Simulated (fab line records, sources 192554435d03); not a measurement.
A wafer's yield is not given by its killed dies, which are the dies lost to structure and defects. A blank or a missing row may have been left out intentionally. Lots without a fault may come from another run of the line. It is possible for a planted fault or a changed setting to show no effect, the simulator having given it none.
Chamber matching :: flow n5-finfet :: 4 sister chambers for N5_BEOL_M8_STRIP_67 on rie-diel-02
The step strips in CF4. 8 wafers are shown with their chamber, then 8 later ones without.

== WAFERS PAIRED WITH THEIR CHAMBERS ==
wafer: L082.3
chamber: 3
oes-product-au (a.u.): 0.68
showerhead-plenum-p-Torr (Torr): 1.74

wafer: L082.6
chamber: 0
oes-product-au (a.u.): 0.67
showerhead-plenum-p-Torr (Torr): 1.70

wafer: L083.3
chamber: 0
oes-product-au (a.u.): 0.68
showerhead-plenum-p-Torr (Torr): 1.69

wafer: L083.6
chamber: 3
oes-product-au (a.u.): 0.69
showerhead-plenum-p-Torr (Torr): 1.74

wafer: L086.2
chamber: 2
oes-product-au (a.u.): 0.92
showerhead-plenum-p-Torr (Torr): 1.77

wafer: L086.4
chamber: 1
oes-product-au (a.u.): 0.87
showerhead-plenum-p-Torr (Torr): 1.81

wafer: L086.6
chamber: 2
oes-product-au (a.u.): 0.92
showerhead-plenum-p-Torr (Torr): 1.77

wafer: L089.1
chamber: 1
oes-product-au (a.u.): 0.87
showerhead-plenum-p-Torr (Torr): 1.81

== WAFERS WHOSE CHAMBER IS MISSING ==
wafer: L089.3
oes-product-au (a.u.): 0.67
showerhead-plenum-p-Torr (Torr): 1.74

wafer: L089.4
oes-product-au (a.u.): 0.86
showerhead-plenum-p-Torr (Torr): 1.81

wafer: L091.3
oes-product-au (a.u.): 0.85
showerhead-plenum-p-Torr (Torr): 1.81

wafer: L091.4
oes-product-au (a.u.): 0.89
showerhead-plenum-p-Torr (Torr): 1.77

wafer: L091.6
oes-product-au (a.u.): 0.94
showerhead-plenum-p-Torr (Torr): 1.90

wafer: L093.1
oes-product-au (a.u.): 0.92
showerhead-plenum-p-Torr (Torr): 1.90

wafer: L093.4
oes-product-au (a.u.): 1.00
showerhead-plenum-p-Torr (Torr): 1.74

wafer: L093.6
oes-product-au (a.u.): 0.84
showerhead-plenum-p-Torr (Torr): 1.81

== EACH ONE'S CHAMBER ==
wafer: L089.3
from the rows above: 3
in truth: 3

wafer: L089.4
from the rows above: 1
in truth: 1

wafer: L091.3
from the rows above: 1
in truth: 1

wafer: L091.4
from the rows above: 2
in truth: 2

wafer: L091.6
from the rows above: 1
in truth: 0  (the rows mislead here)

wafer: L093.1
from the rows above: 1
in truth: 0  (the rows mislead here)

wafer: L093.4
from the rows above: 2
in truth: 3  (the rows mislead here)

wafer: L093.6
from the rows above: 1
in truth: 1
Correctly placed: 5 of 8. Can't be placed from these rows: 0. Placed wrongly: 3.
How it was worked out, from the rows above alone: a wafer's distance from a chamber is the root of the sum, over the readings, of the square of ((its reading less the chamber's mean) divided by the reading's scatter). The wafer belongs to the nearest chamber; if the next one is less than 2 further off, it can't be placed. A chamber's mean is the mean of its shown wafers. The scatter: take each reading less its chamber's mean, square it, sum over the shown wafers, divide by the number of wafers less the number of chambers, and take the root.
